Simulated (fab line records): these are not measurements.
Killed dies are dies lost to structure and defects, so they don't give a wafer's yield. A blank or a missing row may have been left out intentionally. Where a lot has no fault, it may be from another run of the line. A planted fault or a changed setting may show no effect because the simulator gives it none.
fab line records    flow n5_finfet
record lots=24  wafers=72  last_day=17
route steps=1938 shown BEOL_M4@1100 BEOL_M5@1115 BEOL_M6@1207
lots with no fault: from the same line, run without faults
start_h: start of the lot's first displayed wafer, in hours after the record's first day    wait_h: hours since the lot's step before    " the same as in the row above    L1.1+2: a row that stands for several wafers    - either no value or no given start    * or withheld: withheld    < > ~ a bound
route shown NAME@n: NAME is a module with steps in the file, n the number in the route of the first one    usual: average and standard deviation across the fault-free wafers    same: alike in all rows    chamber/n: place in a boat    sites: the reading at each site    _std_site: standard deviation of those values    _edge_site: outer sites' mean less inner sites'    radius_mm: for every site, how far away it sits from the centre of the wafer    mask NAME#n: copy n    behind: tool/chamber where the wafer was last shaped    hold: reason for holding the lot/hours on hold/outcome of the hold    device: transistor that didn't switch, given as n, p or np    end of line: at the end of the route, the tests of the same wafers    a step given without rows: its recipe and nothing more    killed: dies lost to structure and defects at the first sort, not the wafer's yield    map: dies across one wafer; x = killed, . = not, _ = none there
set.NAME: the run value of the setting; set.NAME@STEP: its run value at that earlier step    model.NAME: the simulator's own value behind a step, which no gauge read
a sample of lots followed through the steps of the route, with each step as a table and each wafer as a row
services: when a tool's chamber went out of use (start_h, in hours from the record's first day, below 0 if earlier), for how many hours, and the reason
## steps
# step N5_BEOL_M4_SPUTTER_96
# recipe material=Cu  target_thk_a=45  temp_c=-20  chamber_pressure_pa=0.07  power_w=withheld  time_s=8.29
# usual throttle_valve_pct=29.8/1.2
lot.wafer  tool            chamber  start_h  wait_h  throttle_valve_pct
L074.2     pvd_sputter-02  -        163.43   0.1     32.3
L074.3     "               -        "        "       29.1
L074.4     "               -        "        "       30.5
L076.3     pvd_sputter-02  -        167.51   0.1     27.8
L076.4     "               -        "        "       32.2
L076.6     "               -        "        "       27.9
L075.1     pvd_sputter-01  -        167.64   0.1     29.6
L075.5     "               -        "        "       29.1
L075.6     "               -        "        "       29.2
L078.1     pvd_sputter-02  -        191.30   0.1     30.4
L078.5     "               -        "        "       29.2
L078.6     "               -        "        "       30.8
L077.3     pvd_sputter-03  -        192.97   0.1     30.3
L077.4     "               -        "        "       28.4
L077.6     "               -        "        "       28.3
L079.2     pvd_sputter-01  -        194.08   0.1     29.0
L079.4     "               -        "        "       30.5
L079.6     "               -        "        "       29.4
L080.4     pvd_sputter-03  -        209.64   0.1     28.3
L080.5     "               -        "        "       29.9
L080.6     "               -        "        "       28.6
L081.1     pvd_sputter-03  -        213.18   0.1     30.0
L081.2     "               -        "        "       30.0
L081.5     "               -        "        "       29.9
L083.1     pvd_sputter-01  -        214.71   0.1     31.2
L083.3     "               -        "        "       30.4
L083.5     "               -        "        "       30.9
L082.1     pvd_sputter-02  -        218.52   0.1     29.1
L082.3     "               -        "        "       30.7
L082.5     "               -        "        "       30.6
L084.3     pvd_sputter-03  -        226.25   0.1     30.2
L084.4     "               -        "        "       28.4
L084.5     "               -        "        "       29.9
L085.1     pvd_sputter-01  -        229.40   0.1     29.4
L085.4     "               -        "        "       30.4
L085.5     "               -        "        "       29.1
L086.2     pvd_sputter-02  -        246.19   0.1     30.7
L086.5     "               -        "        "       30.7
L086.6     "               -        "        "       29.2
L088.2     pvd_sputter-03  -        246.22   0.1     30.4
L088.4     "               -        "        "       30.1
L088.6     "               -        "        "       28.3
L087.1     pvd_sputter-02  -        252.57   0.1     31.0
L087.4     "               -        "        "       29.4
L087.5     "               -        "        "       27.7
L090.3     pvd_sputter-02  -        260.93   0.1     29.3
L090.5     "               -        "        "       28.0
L090.6     "               -        "        "       32.0
L092.3     pvd_sputter-02  -        262.77   0.1     27.8
L092.4     "               -        "        "       29.2
L092.5     "               -        "        "       30.2
L089.2     pvd_sputter-01  -        262.78   0.1     29.2
L089.4     "               -        "        "       29.2
L089.6     "               -        "        "       31.0
L091.1     pvd_sputter-01  -        265.83   0.1     29.7
L091.2     "               -        "        "       30.7
L091.6     "               -        "        "       31.3
L093.2     pvd_sputter-02  -        279.94   0.1     27.7
L093.4     "               -        "        "       29.4
L093.5     "               -        "        "       27.8
L095.1     pvd_sputter-03  -        289.07   0.1     28.5
L095.4     "               -        "        "       30.3
L095.5     "               -        "        "       30.1
L094.1     pvd_sputter-02  -        292.37   0.1     30.4
L094.2     "               -        "        "       27.9
L094.4     "               -        "        "       31.9
L096.1     pvd_sputter-03  -        305.16   0.1     28.3
L096.2     "               -        "        "       30.1
L096.3     "               -        "        "       30.0
L097.1     pvd_sputter-02  -        305.26   0.1     30.5
L097.2     "               -        "        "       29.4
L097.6     "               -        "        "       29.1
# step N5_BEOL_M5_PECVD_70
# recipe material=SiO2  target_thk_a=160  temp_c=400  precursor=TEOS/O2  pressure_torr=5.5  rf_w=450  teos_flow_sccm=53.8  gas=O2  flow_sccm=3000  time_s=18
# usual heater_power_w=773/110  showerhead_plenum_p_Torr=8.78/0.11  throttle_valve_pct=21.9/1.1
lot.wafer  tool      chamber  start_h  wait_h  heater_power_w  showerhead_plenum_p_Torr  throttle_valve_pct
L074.2     pecvd-02  1        166.11   0.0     706             8.76                      23.2
L074.3     "         0        "        "       765             8.79                      23.5
L074.4     "         2        "        "       777             8.83                      22.3
L076.3     pecvd-02  0        170.19   0.0     751             8.78                      23.7
L076.4     "         0        "        "       760             8.79                      23.7
L076.6     "         2        "        "       757             8.82                      22.2
L075.1     pecvd-03  1        170.32   0.0     774             8.90                      22.8
L075.5     "         0        "        "       741             8.86                      20.8
L075.6     "         2        "        "       598             8.84                      20.8
L078.1     pecvd-01  1        194.78   0.0     994             8.67                      21.6
L078.5     "         1        "        "       959             8.69                      21.7
L078.6     "         2        "        "       773             8.62                      20.6
L077.3     pecvd-01  2        195.67   0.0     824             8.59                      20.4
L077.4     "         2        "        "       789             8.58                      20.2
L077.6     "         1        "        "       971             8.66                      21.6
L079.2     pecvd-03  1        197.26   0.0     907             8.92                      23.0
L079.4     "         0        "        "       748             8.82                      20.7
L079.6     "         2        "        "       544             8.82                      20.8
L080.4     pecvd-01  0        212.35   0.1     635             8.91                      22.2
L080.5     "         2        "        "       715             8.60                      20.5
L080.6     "         1        "        "       887             8.67                      21.8
L081.1     pecvd-01  2        216.34   0.0     812             8.61                      20.5
L081.2     "         0        "        "       713             8.91                      22.4
L081.5     "         1        "        "       1035            8.68                      22.0
L083.1     pecvd-02  1        217.79   0.0     741             8.73                      23.6
L083.3     "         0        "        "       740             8.79                      23.6
L083.5     "         0        "        "       732             8.81                      23.6
L082.1     pecvd-03  1        222.82   0.0     857             8.89                      22.9
L082.3     "         0        "        "       643             8.82                      20.7
L082.5     "         2        "        "       629             8.81                      21.1
L084.3     pecvd-02  1        229.71   0.1     733             8.74                      23.4
L084.4     "         0        "        "       766             8.78                      23.5
L084.5     "         1        "        "       732             8.74                      23.7
L085.1     pecvd-01  2        232.55   0.0     709             8.60                      20.6
L085.4     "         0        "        "       725             8.90                      22.3
L085.5     "         1        "        "       1022            8.66                      22.0
L086.2     pecvd-01  2        248.91   0.0     849             8.63                      19.9
L086.5     "         1        "        "       916             8.67                      21.5
L086.6     "         2        "        "       850             8.63                      20.8
L088.2     pecvd-03  2        249.11   0.0     647             8.84                      21.1
L088.4     "         1        "        "       928             8.88                      22.8
L088.6     "         2        "        "       654             8.81                      21.0
L087.1     pecvd-02  2        255.73   0.0     739             8.79                      20.5
L087.4     "         1        "        "       653             8.73                      23.7
L087.5     "         2        "        "       754             8.81                      20.4
L090.3     pecvd-01  0        264.15   0.0     660             8.91                      22.5
L090.5     "         1        "        "       988             8.69                      21.7
L090.6     "         2        "        "       869             8.60                      20.6
L089.2     pecvd-02  1        265.95   0.0     728             8.77                      23.5
L089.4     "         0        "        "       705             8.78                      23.3
L089.6     "         1        "        "       732             8.76                      23.4
L092.3     pecvd-01  2        265.99   0.0     756             8.60                      20.5
L092.4     "         1        "        "       885             8.68                      21.7
L092.5     "         2        "        "       738             8.61                      20.4
L091.1     pecvd-03  0        268.51   0.0     658             8.83                      20.9
L091.2     "         1        "        "       920             8.91                      22.6
L091.6     "         0        "        "       683             8.86                      20.8
L093.2     pecvd-01  1        282.69   0.0     987             8.67                      21.6
L093.4     "         2        "        "       857             8.59                      20.6
L093.5     "         0        "        "       800             8.90                      22.4
L095.1     pecvd-01  1        291.94   0.0     999             8.68                      21.7
L095.4     "         2        "        "       774             8.61                      20.5
L095.5     "         1        "        "       993             8.65                      21.8
L094.1     pecvd-03  2        295.15   0.0     556             8.80                      21.1
L094.2     "         0        "        "       652             8.84                      20.9
L094.4     "         2        "        "       562             8.85                      21.1
L096.1     pecvd-03  1        307.83   0.0     822             8.90                      22.9
L096.2     "         0        "        "       771             8.83                      21.0
L096.3     "         2        "        "       556             8.80                      21.0
L097.1     pecvd-01  0        307.93   0.0     775             8.93                      22.3
L097.2     "         1        "        "       886             8.67                      21.7
L097.6     "         1        "        "       900             8.67                      21.6
# step N5_BEOL_M5_ETCH_62
# recipe chemistry=N2/H2  target=SOC  target_depth_a=750  overetch_a=150  mask_material=SiARC  temp_c=40  time_s=112.5  ion_energy_ev=200  pressure_mtorr=30  source_w=840  bias_w=150  n2_flow_sccm=200  h2_flow_sccm=200
# usual drypump_motor_current_A=5.7/0.55  oes_product_au=0.62/0.05  rf_vpp_V=523.7/1.8  showerhead_plenum_p_Torr=2.54/0.054  throttle_valve_pct=17.77/0.23
lot.wafer  tool         chamber  start_h  wait_h  drypump_motor_current_A  oes_product_au  rf_hours_counter_h  rf_vpp_V  showerhead_plenum_p_Torr  throttle_valve_pct
L074.2     rie_diel-03  0        168.47   0.0     5.3                      0.67            75                  521.8     2.48                      17.77
L074.3     "            3        "        "       6.6                      0.64            84                  526.0     2.57                      17.64
L074.4     "            1        "        "       4.8                      0.72            13                  526.6     2.61                      17.60
L076.3     rie_diel-03  3        172.34   0.0     6.6                      0.64            85                  525.2     2.57                      17.64
L076.4     "            2        "        "       5.8                      0.56            229                 525.3     2.61                      17.82
L076.6     "            1        "        "       4.8                      0.72            -                   525.8     2.61                      17.59
L075.1     rie_diel-05  2        175.27   0.0     5.8                      0.64            96                  523.2     2.55                      17.42
L075.5     "            3        "        "       6.4                      0.65            -                   521.5     2.48                      18.15
L075.6     "            0        "        "       5.8                      0.57            -                   523.7     2.51                      17.91
L078.1     rie_diel-02  3        195.74   0.0     5.4                      0.59            167                 525.6     2.56                      18.22
L078.5     "            2        "        "       6.4                      0.57            -                   524.3     2.52                      17.85
L078.6     "            3        "        "       5.4                      0.59            -                   524.3     2.56                      18.23
L077.3     rie_diel-02  2        198.33   0.0     6.5                      0.56            169                 523.6     2.52                      17.86
L077.4     "            3        "        "       5.4                      0.59            168                 524.0     2.56                      18.23
L077.6     "            2        "        "       6.4                      0.57            -                   524.2     2.52                      17.86
L079.2     rie_diel-05  3        199.16   0.0     6.4                      0.63            91                  522.2     2.48                      18.16
L079.4     "            1        "        "       5.6                      0.58            167                 526.2     2.62                      17.55
L079.6     "            1        "        "       5.6                      0.58            -                   525.4     2.62                      17.56
L080.4     rie_diel-05  0        214.86   0.0     5.8                      0.56            232                 523.4     2.50                      17.93
L080.5     "            3        "        "       6.4                      0.64            -                   521.3     2.48                      18.18
L080.6     "            0        "        "       5.8                      0.56            -                   522.4     2.50                      17.97
L081.1     rie_diel-03  3        216.99   0.0     6.6                      0.64            100                 524.4     2.56                      17.66
L081.2     "            2        "        "       5.8                      0.56            237                 526.7     2.60                      17.83
L081.5     "            3        "        "       6.6                      0.63            -                   524.2     2.56                      17.66
L083.1     rie_diel-03  3        219.20   0.0     6.6                      0.62            100                 525.0     2.56                      17.69
L083.3     "            0        "        "       5.3                      0.65            90                  520.8     2.47                      17.82
L083.5     "            1        "        "       4.8                      0.69            -                   526.2     2.60                      17.65
L082.1     rie_diel-03  0        224.25   0.0     5.3                      0.65            91                  520.5     2.47                      17.81
L082.3     "            2        "        "       5.7                      0.55            238                 525.2     2.60                      17.84
L082.5     "            0        "        "       5.3                      0.65            -                   521.3     2.47                      17.81
L084.3     rie_diel-03  3        231.67   0.0     6.6                      0.63            103                 525.9     2.56                      17.67
L084.4     "            2        "        "       5.8                      0.55            240                 526.0     2.60                      17.85
L084.5     "            1        "        "       4.8                      0.69            -                   525.6     2.60                      17.63
L085.1     rie_diel-02  3        233.37   0.0     5.4                      0.58            177                 524.0     2.56                      18.24
L085.4     "            2        "        "       6.4                      0.56            178                 522.8     2.52                      17.88
L085.5     "            3        "        "       5.4                      0.58            -                   524.4     2.56                      18.24
L086.2     rie_diel-03  2        250.27   0.0     5.7                      0.55            246                 526.1     2.60                      17.85
L086.5     "            3        "        "       6.6                      0.62            -                   523.3     2.56                      17.70
L086.6     "            2        "        "       5.7                      0.55            -                   524.7     2.60                      17.84
L088.2     rie_diel-05  3        250.46   0.0     6.4                      0.63            104                 521.2     2.47                      18.17
L088.4     "            2        "        "       5.9                      0.62            122                 523.1     2.54                      17.46
L088.6     "            0        "        "       5.8                      0.55            -                   521.9     2.50                      17.96
L087.1     rie_diel-05  1        259.01   0.0     5.6                      0.57            187                 526.1     2.61                      17.59
L087.4     "            2        "        "       5.9                      0.62            125                 523.8     2.53                      17.48
L087.5     "            2        "        "       5.9                      0.62            -                   523.2     2.53                      17.47
L090.3     rie_diel-05  2        266.39   0.0     5.9                      0.62            127                 523.9     2.53                      17.48
L090.5     "            2        "        "       5.9                      0.62            -                   524.1     2.53                      17.48
L090.6     "            1        "        "       5.7                      0.57            -                   526.3     2.61                      17.58
L089.2     rie_diel-05  1        267.55   0.0     5.7                      0.57            189                 527.6     2.61                      17.59
L089.4     "            3        "        "       6.4                      0.62            110                 521.2     2.47                      18.18
L089.6     "            1        "        "       5.7                      0.57            -                   526.0     2.61                      17.60
L092.3     rie_diel-03  1        267.77   0.0     4.8                      0.68            43                  524.3     2.60                      17.66
L092.4     "            3        "        "       6.7                      0.62            -                   525.4     2.56                      17.70
L092.5     "            0        "        "       5.3                      0.64            -                   521.8     2.46                      17.85
L091.1     rie_diel-02  3        269.91   0.0     5.5                      0.57            189                 524.3     2.55                      18.28
L091.2     "            0        "        "       5.4                      0.67            74                  522.6     2.50                      17.48
L091.6     "            3        "        "       5.5                      0.58            -                   524.6     2.55                      18.27
L093.2     rie_diel-02  3        285.88   0.0     5.4                      0.58            192                 524.1     2.55                      18.27
L093.4     "            2        "        "       6.4                      0.55            192                 523.3     2.51                      17.90
L093.5     "            0        "        "       5.4                      0.66            -                   521.7     2.49                      17.48
L095.1     rie_diel-03  2        293.59   0.0     5.7                      0.75            2                   525.2     2.59                      17.41
L095.4     "            1        "        "       4.8                      0.67            53                  524.7     2.59                      17.67
L095.5     "            1        "        "       4.8                      0.67            -                   524.7     2.59                      17.69
L094.1     rie_diel-03  1        296.10   0.0     4.8                      0.67            53                  526.8     2.59                      17.68
L094.2     "            2        "        "       5.7                      0.75            3                   527.1     2.59                      17.41
L094.4     "            0        "        "       5.3                      0.63            115                 521.2     2.46                      17.85
L096.1     rie_diel-05  3        309.38   0.0     6.4                      0.61            125                 520.3     2.46                      18.20
L096.2     "            1        "        "       5.7                      0.56            206                 525.1     2.60                      17.63
L096.3     "            0        "        "       5.9                      0.74            5                   523.8     2.49                      17.51
L097.1     rie_diel-03  0        309.53   0.0     5.3                      0.62            120                 522.2     2.46                      17.86
L097.2     "            1        "        "       4.8                      0.66            58                  524.0     2.59                      17.69
L097.6     "            0        "        "       5.4                      0.63            -                   521.4     2.46                      17.85
# step N5_BEOL_M5_CD_MEAS_18
# recipe pitch_nm=56  target_cd_nm=28
# usual cd_nm=28.2/0.38
lot.wafer  tool       chamber  start_h  wait_h  cd_nm
L074.2     cd_sem-02  -        168.85   0.1     27.8
L074.3     "          -        "        "       28.4
L074.4     "          -        "        "       27.8
L076.3     cd_sem-02  -        173.00   0.1     28.2
L076.4     "          -        "        "       28.5
L076.6     "          -        "        "       27.7
L075.1     cd_sem-01  -        175.71   0.0     28.1
L075.5     "          -        "        "       27.9
L075.6     "          -        "        "       28.0
L078.1     cd_sem-03  -        196.08   0.0     28.2
L078.5     "          -        "        "       28.1
L078.6     "          -        "        "       27.7
L077.3     cd_sem-03  -        198.80   0.1     27.7
L077.4     "          -        "        "       28.0
L077.6     "          -        "        "       27.5
L079.2     cd_sem-02  -        199.63   0.1     28.5
L079.4     "          -        "        "       28.2
L079.6     "          -        "        "       28.4
L080.4     cd_sem-02  -        215.22   0.1     28.6
L080.5     "          -        "        "       28.6
L080.6     "          -        "        "       27.9
L081.1     cd_sem-02  -        217.34   0.0     28.8
L081.2     "          -        "        "       28.1
L081.5     "          -        "        "       28.3
L083.1     cd_sem-01  -        219.55   0.0     28.4
L083.3     "          -        "        "       28.6
L083.5     "          -        "        "       27.9
L082.1     cd_sem-02  -        224.60   0.0     28.2
L082.3     "          -        "        "       28.2
L082.5     "          -        "        "       28.3
L084.3     cd_sem-03  -        232.03   0.1     27.4
L084.4     "          -        "        "       28.1
L084.5     "          -        "        "       28.0
L085.1     cd_sem-01  -        233.72   0.0     28.2
L085.4     "          -        "        "       27.9
L085.5     "          -        "        "       28.0
L086.2     cd_sem-02  -        250.74   0.1     28.1
L086.5     "          -        "        "       27.4
L086.6     "          -        "        "       28.8
L088.2     cd_sem-01  -        250.85   0.1     28.4
L088.4     "          -        "        "       28.4
L088.6     "          -        "        "       28.0
L087.1     cd_sem-01  -        259.36   0.0     27.8
L087.4     "          -        "        "       28.8
L087.5     "          -        "        "       28.6
L090.3     cd_sem-01  -        266.74   0.1     28.8
L090.5     "          -        "        "       28.7
L090.6     "          -        "        "       28.1
L089.2     cd_sem-01  -        267.99   0.1     28.2
L089.4     "          -        "        "       28.4
L089.6     "          -        "        "       28.0
L092.3     cd_sem-02  -        268.29   0.1     27.9
L092.4     "          -        "        "       28.0
L092.5     "          -        "        "       28.7
L091.1     cd_sem-02  -        270.34   0.0     28.0
L091.2     "          -        "        "       28.2
L091.6     "          -        "        "       28.5
L093.2     cd_sem-03  -        286.23   0.1     27.5
L093.4     "          -        "        "       28.0
L093.5     "          -        "        "       28.0
L095.1     cd_sem-03  -        293.94   0.0     28.6
L095.4     "          -        "        "       27.9
L095.5     "          -        "        "       28.1
L094.1     cd_sem-03  -        296.45   0.0     28.1
L094.2     "          -        "        "       28.8
L094.4     "          -        "        "       28.8
L096.1     cd_sem-02  -        309.73   0.0     28.4
L096.2     "          -        "        "       27.5
L096.3     "          -        "        "       27.8
L097.1     cd_sem-02  -        309.88   0.0     28.3
L097.2     "          -        "        "       27.7
L097.6     "          -        "        "       27.9
# step N5_BEOL_M5_ANNEAL_84
# recipe temp_c=400  time_s=1800  ambient=vacuum
# usual heater_power_w=818/46
lot.wafer  tool            chamber  start_h  wait_h  heater_power_w
L074.2     pvd_sputter-03  -        174.02   0.0     832
L074.3     "               -        "        "       838
L074.4     "               -        "        "       845
L076.3     pvd_sputter-02  -        177.85   0.0     806
L076.4     "               -        "        "       846
L076.6     "               -        "        "       870
L075.1     pvd_sputter-03  -        182.21   0.0     904
L075.5     "               -        "        "       818
L075.6     "               -        "        "       877
L078.1     pvd_sputter-02  -        202.06   0.0     807
L078.5     "               -        "        "       783
L078.6     "               -        "        "       899
L077.3     pvd_sputter-01  -        204.68   0.0     849
L077.4     "               -        "        "       792
L077.6     "               -        "        "       815
L079.2     pvd_sputter-03  -        205.66   0.0     834
L079.4     "               -        "        "       808
L079.6     "               -        "        "       793
L080.4     pvd_sputter-02  -        221.03   0.0     804
L080.5     "               -        "        "       817
L080.6     "               -        "        "       788
L081.1     pvd_sputter-01  -        223.02   0.0     803
L081.2     "               -        "        "       828
L081.5     "               -        "        "       691
L083.1     pvd_sputter-02  -        227.94   0.0     783
L083.3     "               -        "        "       802
L083.5     "               -        "        "       793
L082.1     pvd_sputter-03  -        229.70   0.0     806
L082.3     "               -        "        "       819
L082.5     "               -        "        "       837
L085.1     pvd_sputter-03  -        239.21   0.0     826
L085.4     "               -        "        "       879
L085.5     "               -        "        "       810
L084.3     pvd_sputter-02  -        239.62   0.0     813
L084.4     "               -        "        "       860
L084.5     "               -        "        "       773
L086.2     pvd_sputter-01  -        255.92   0.0     794
L086.5     "               -        "        "       777
L086.6     "               -        "        "       868
L088.2     pvd_sputter-03  -        256.17   0.0     846
L088.4     "               -        "        "       825
L088.6     "               -        "        "       808
L087.1     pvd_sputter-03  -        266.03   0.0     829
L087.4     "               -        "        "       865
L087.5     "               -        "        "       866
L090.3     pvd_sputter-02  -        271.82   0.0     799
L090.5     "               -        "        "       807
L090.6     "               -        "        "       786
L089.2     pvd_sputter-01  -        273.11   0.0     797
L089.4     "               -        "        "       686
L089.6     "               -        "        "       860
L092.3     pvd_sputter-03  -        273.48   0.0     881
L092.4     "               -        "        "       826
L092.5     "               -        "        "       839
L091.1     pvd_sputter-03  -        279.87   0.0     870
L091.2     "               -        "        "       837
L091.6     "               -        "        "       861
L093.2     pvd_sputter-03  -        295.40   0.0     826
L093.4     "               -        "        "       820
L093.5     "               -        "        "       863
L095.1     pvd_sputter-02  -        298.40   0.0     791
L095.4     "               -        "        "       804
L095.5     "               -        "        "       850
L094.1     pvd_sputter-01  -        302.46   0.0     706
L094.2     "               -        "        "       813
L094.4     "               -        "        "       839
L097.1     pvd_sputter-03  -        315.84   0.0     865
L097.2     "               -        "        "       876
L097.6     "               -        "        "       820
L096.1     pvd_sputter-01  -        316.69   0.0     689
L096.2     "               -        "        "       831
L096.3     "               -        "        "       780
# step N5_BEOL_M6_CD_MEAS_11
# recipe target_cd_nm=38.5  landing_energy_ev=500  detector=se_inlens  polarity=opening
# usual cd_nm=38.2/0.62
lot.wafer  tool       chamber  start_h  wait_h  cd_nm
L074.2     cd_sem-03  0        179.41   -       37.3
L074.3     "          0        "        "       38.2
L074.4     "          0        "        "       38.0
L076.3     cd_sem-02  0        183.09   -       38.7
L076.4     "          0        "        "       39.1
L076.6     "          0        "        "       39.0
L075.1     cd_sem-01  0        187.86   -       38.3
L075.5     "          0        "        "       38.2
L075.6     "          0        "        "       38.6
L078.1     cd_sem-02  0        207.23   -       38.4
L078.5     "          0        "        "       37.9
L078.6     "          0        "        "       37.9
L077.3     cd_sem-03  0        210.76   -       38.9
L077.4     "          0        "        "       38.5
L077.6     "          0        "        "       38.5
L079.2     cd_sem-03  0        210.92   -       37.6
L079.4     "          0        "        "       37.5
L079.6     "          0        "        "       38.3
L080.4     cd_sem-01  0        226.88   -       37.3
L080.5     "          0        "        "       37.9
L080.6     "          0        "        "       37.1
L081.1     cd_sem-01  0        230.71   -       37.4
L081.2     "          0        "        "       37.6
L081.5     "          0        "        "       37.0
L083.1     cd_sem-03  0        232.84   -       38.2
L083.3     "          0        "        "       39.1
L083.5     "          0        "        "       38.0
L082.1     cd_sem-02  0        235.38   -       36.6
L082.3     "          0        "        "       37.5
L082.5     "          0        "        "       37.1
L084.3     cd_sem-02  0        245.47   -       37.7
L084.4     "          0        "        "       38.4
L084.5     "          0        "        "       38.1
L085.1     cd_sem-03  0        245.64   -       38.7
L085.4     "          0        "        "       38.4
L085.5     "          0        "        "       38.0
L086.2     cd_sem-03  0        260.26   -       39.7
L086.5     "          0        "        "       38.8
L086.6     "          0        "        "       38.7
L088.2     cd_sem-02  0        261.43   -       39.0
L088.4     "          0        "        "       38.0
L088.6     "          0        "        "       38.9
L087.1     cd_sem-02  0        270.82   -       38.9
L087.4     "          0        "        "       39.0
L087.5     "          0        "        "       37.8
L090.3     cd_sem-03  0        276.52   -       38.7
L090.5     "          0        "        "       38.0
L090.6     "          0        "        "       37.5
L089.2     cd_sem-03  0        278.54   -       38.3
L089.4     "          0        "        "       38.8
L089.6     "          0        "        "       38.0
L092.3     cd_sem-02  0        278.71   -       37.9
L092.4     "          0        "        "       38.5
L092.5     "          0        "        "       38.8
L091.1     cd_sem-02  0        287.54   -       38.7
L091.2     "          0        "        "       38.8
L091.6     "          0        "        "       38.6
L093.2     cd_sem-01  0        301.08   -       38.9
L093.4     "          0        "        "       37.2
L093.5     "          0        "        "       39.2
L095.1     cd_sem-02  0        303.43   -       37.7
L095.4     "          0        "        "       37.9
L095.5     "          0        "        "       38.6
L094.1     cd_sem-01  0        307.25   -       38.4
L094.2     "          0        "        "       38.3
L094.4     "          0        "        "       38.0
L097.1     cd_sem-01  0        320.72   -       37.6
L097.2     "          0        "        "       38.7
L097.6     "          0        "        "       38.5
L096.1     cd_sem-02  0        321.76   -       37.4
L096.2     "          0        "        "       38.3
L096.3     "          0        "        "       37.8
## services
tool            chamber  start_h  hours  kind
pecvd-02        0        142.67   2.1    scheduled_down
pvd_sputter-01  -        150.27   1.8    repair
pecvd-02        2        158.51   5.0    scheduled_down
rie_diel-05     -        159.80   1.1    repair
pecvd-03        2        178.89   16.5   scheduled_down
rie_diel-03     2        189.48   14.7   repair
pecvd-02        2        202.38   -      clean
pecvd-02        2        202.38   -      consumable_replace:showerhead
pecvd-02        2        202.38   29.0   scheduled_down
pecvd-03        0        209.19   2.1    scheduled_down
pecvd-01        1        233.27   5.5    scheduled_down
rie_diel-02     -        249.58   2.8    pm
pecvd-02        0        251.39   5.1    repair
rie_diel-03     2        261.75   -      clean
rie_diel-03     2        261.75   -      consumable_replace:focus_ring
rie_diel-03     2        261.75   24.2   scheduled_down
rie_diel-03     2        261.75   24.2   vent_cycle
rie_diel-05     0        269.66   -      clean
rie_diel-05     0        269.66   -      consumable_replace:focus_ring
rie_diel-05     0        269.66   24.8   scheduled_down
rie_diel-05     0        269.66   24.8   vent_cycle
pecvd-01        0        279.00   2.1    scheduled_down
pecvd-01        -        297.19   1.4    repair
pecvd-01        1        314.37   13.0   repair
## key
fault none
